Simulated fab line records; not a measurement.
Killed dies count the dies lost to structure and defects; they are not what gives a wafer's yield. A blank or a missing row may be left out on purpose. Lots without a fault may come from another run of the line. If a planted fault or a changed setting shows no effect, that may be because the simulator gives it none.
Matching of chambers / flow n5Finfet / rieDiel-01 running N5_BEOL_M8_ETCH_72: 4 sister chambers
The step etches underlayer in N2/H2, target depth 6.5 nm, time 5.2 s. 16 wafers are shown with their chamber, then 8 later ones without.

== WAFERS, EACH WITH ITS CHAMBER ==
wafer=L075.1; chamber=0; drypumpMotorCurrentA (A)=5.5; showerheadPlenumPTorr (Torr)=2.48; throttleValvePct (%)=17.72
wafer=L075.2; chamber=1; drypumpMotorCurrentA (A)=5.2; showerheadPlenumPTorr (Torr)=2.61; throttleValvePct (%)=17.65
wafer=L075.6; chamber=0; drypumpMotorCurrentA (A)=5.5; showerheadPlenumPTorr (Torr)=2.48; throttleValvePct (%)=17.74
wafer=L077.1; chamber=1; drypumpMotorCurrentA (A)=5.2; showerheadPlenumPTorr (Torr)=2.61; throttleValvePct (%)=17.68
wafer=L077.4; chamber=2; drypumpMotorCurrentA (A)=6.0; showerheadPlenumPTorr (Torr)=2.71; throttleValvePct (%)=17.76
wafer=L077.5; chamber=3; drypumpMotorCurrentA (A)=5.0; showerheadPlenumPTorr (Torr)=2.57; throttleValvePct (%)=17.54
wafer=L083.1; chamber=2; drypumpMotorCurrentA (A)=6.0; showerheadPlenumPTorr (Torr)=2.70; throttleValvePct (%)=17.79
wafer=L083.4; chamber=2; drypumpMotorCurrentA (A)=5.9; showerheadPlenumPTorr (Torr)=2.70; throttleValvePct (%)=17.80
wafer=L083.5; chamber=0; drypumpMotorCurrentA (A)=5.5; showerheadPlenumPTorr (Torr)=2.47; throttleValvePct (%)=17.77
wafer=L084.1; chamber=0; drypumpMotorCurrentA (A)=5.5; showerheadPlenumPTorr (Torr)=2.47; throttleValvePct (%)=17.79
wafer=L084.5; chamber=0; drypumpMotorCurrentA (A)=5.5; showerheadPlenumPTorr (Torr)=2.47; throttleValvePct (%)=17.76
wafer=L084.6; chamber=2; drypumpMotorCurrentA (A)=5.9; showerheadPlenumPTorr (Torr)=2.70; throttleValvePct (%)=17.78
wafer=L086.1; chamber=3; drypumpMotorCurrentA (A)=5.0; showerheadPlenumPTorr (Torr)=2.56; throttleValvePct (%)=17.59
wafer=L086.2; chamber=0; drypumpMotorCurrentA (A)=5.5; showerheadPlenumPTorr (Torr)=2.46; throttleValvePct (%)=17.78
wafer=L086.4; chamber=1; drypumpMotorCurrentA (A)=5.2; showerheadPlenumPTorr (Torr)=2.60; throttleValvePct (%)=17.68
wafer=L085.1; chamber=2; drypumpMotorCurrentA (A)=6.0; showerheadPlenumPTorr (Torr)=2.70; throttleValvePct (%)=17.82

SIGNATURES, as means of the wafers listed above
reading=drypumpMotorCurrentA; chamber 0=5.500; chamber 1=5.200; chamber 2=5.960; chamber 3=5.000; scatter within a chamber=0.0316
reading=showerheadPlenumPTorr; chamber 0=2.4717; chamber 1=2.6067; chamber 2=2.7020; chamber 3=2.5650; scatter within a chamber=0.00632
reading=throttleValvePct; chamber 0=17.7600; chamber 1=17.6700; chamber 2=17.7900; chamber 3=17.5650; scatter within a chamber=0.0246
Rule: a wafer lies at a distance from a chamber equal to the root of the sum of squares, over the readings, of (its reading less the chamber's mean, divided by the reading's scatter). The wafer belongs to the nearest chamber; if the next one is less than 2 further off, it can't be placed. The scatter: take each reading less its chamber's mean, square it, sum over the shown wafers, divide by the number of wafers less the number of chambers, and take the root.

== WAFERS WITH NO CHAMBER GIVEN ==
wafer=L085.4; drypumpMotorCurrentA (A)=5.2; showerheadPlenumPTorr (Torr)=2.60; throttleValvePct (%)=17.71
wafer=L085.5; drypumpMotorCurrentA (A)=5.3; showerheadPlenumPTorr (Torr)=2.60; throttleValvePct (%)=17.72
wafer=L094.1; drypumpMotorCurrentA (A)=4.9; showerheadPlenumPTorr (Torr)=2.55; throttleValvePct (%)=17.62
wafer=L094.2; drypumpMotorCurrentA (A)=6.0; showerheadPlenumPTorr (Torr)=2.69; throttleValvePct (%)=17.83
wafer=L094.3; drypumpMotorCurrentA (A)=5.5; showerheadPlenumPTorr (Torr)=2.46; throttleValvePct (%)=17.80
wafer=L096.1; drypumpMotorCurrentA (A)=5.2; showerheadPlenumPTorr (Torr)=2.59; throttleValvePct (%)=17.72
wafer=L096.5; drypumpMotorCurrentA (A)=5.2; showerheadPlenumPTorr (Torr)=2.59; throttleValvePct (%)=17.73
wafer=L096.6; drypumpMotorCurrentA (A)=6.0; showerheadPlenumPTorr (Torr)=2.69; throttleValvePct (%)=17.86

== WHICH CHAMBER EACH WENT THROUGH ==
wafer=L085.4; from the rows above=1; in truth=1
wafer=L085.5; from the rows above=1; in truth=1
wafer=L094.1; from the rows above=3; in truth=3
wafer=L094.2; from the rows above=2; in truth=2
wafer=L094.3; from the rows above=0; in truth=0
wafer=L096.1; from the rows above=1; in truth=1
wafer=L096.5; from the rows above=1; in truth=1
wafer=L096.6; from the rows above=2; in truth=2
Correct placement for 8 of the 8. Can't be placed from these rows: 0. Number placed wrongly: 0.
